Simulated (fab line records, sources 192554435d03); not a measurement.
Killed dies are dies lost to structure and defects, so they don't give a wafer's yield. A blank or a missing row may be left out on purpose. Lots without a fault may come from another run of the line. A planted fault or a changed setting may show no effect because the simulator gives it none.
Chamber matching | flow n5_finfet | N5_BEOL_M2_ALD_98 on ald_sin-02: 4 sister chambers
The step deposits SiO2, target thk 2.5 nm, pulse time 1 s, co reactant pulse time 1 s. 18 wafers are shown with their chamber, then 9 later ones without.

WAFERS WITH THEIR CHAMBER
wafer  | chamber | heater_power_w (W) | precursor_pulse_height_rel
L074.1 | 1       | 81                 | 1.008
L074.3 | 3       | 78                 | 0.991
L074.5 | 0       | 76                 | 1.014
L075.2 | 1       | 80                 | 0.975
L075.3 | 2       | 99                 | 0.984
L075.6 | 0       | 79                 | 0.954
L077.2 | 0       | 79                 | 0.996
L077.5 | 3       | 74                 | 0.969
L077.6 | 2       | 98                 | 0.988
L078.1 | 2       | 102                | 0.972
L078.4 | 0       | 78                 | 0.992
L078.6 | 2       | 99                 | 0.998
L081.2 | 1       | 78                 | 0.958
L081.5 | 2       | 102                | 0.979
L081.6 | 1       | 79                 | 0.970
L080.1 | 2       | 100                | 1.060
L080.3 | 0       | 80                 | 1.012
L080.5 | 1       | 80                 | 1.030

SIGNATURES (means of the wafers above)
reading                    | chamber 0 | chamber 1 | chamber 2 | chamber 3 | scatter within a chamber
heater_power_w             | 78.40     | 79.60     | 100.00    | 76.00     | 1.61
precursor_pulse_height_rel | 0.99360   | 0.98820   | 0.99683   | 0.98000   | 0.0284
Rule: a wafer's distance from a chamber is the root of the sum, over the readings, of the square of ((its reading less the chamber's mean) divided by the reading's scatter). The wafer belongs to the nearest chamber; if the next one is less than 2 further off, it can't be placed. The scatter: the root of (the sum of the squares of (reading less its chamber's mean) over the shown wafers, divided by (wafers less chambers)).

WAFERS WITHOUT THEIR CHAMBER
wafer  | heater_power_w (W) | precursor_pulse_height_rel
L083.3 | 99                 | 1.007
L083.4 | 79                 | 1.002
L083.5 | 103                | 1.023
L093.3 | 78                 | 1.011
L093.4 | 76                 | 0.979
L093.5 | 78                 | 0.973
L096.2 | 77                 | 0.999
L096.3 | 79                 | 1.010
L096.6 | 80                 | 1.002

WHICH CHAMBER EACH WENT THROUGH
wafer  | from the rows above          | in truth
L083.3 | 2                            | 2
L083.4 | can't be placed: 0 or 1 or 3 | 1
L083.5 | 2                            | 2
L093.3 | can't be placed: 0 or 1 or 3 | 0
L093.4 | can't be placed: 3 or 0      | 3
L093.5 | can't be placed: 0 or 1 or 3 | 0
L096.2 | can't be placed: 0 or 3 or 1 | 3
L096.3 | can't be placed: 0 or 1 or 3 | 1
L096.6 | can't be placed: 1 or 0      | 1
Placed correctly: 2 of 9. Can't be placed from these rows: 7 (the true chamber is among the candidates in 7). Placed wrongly: 0.
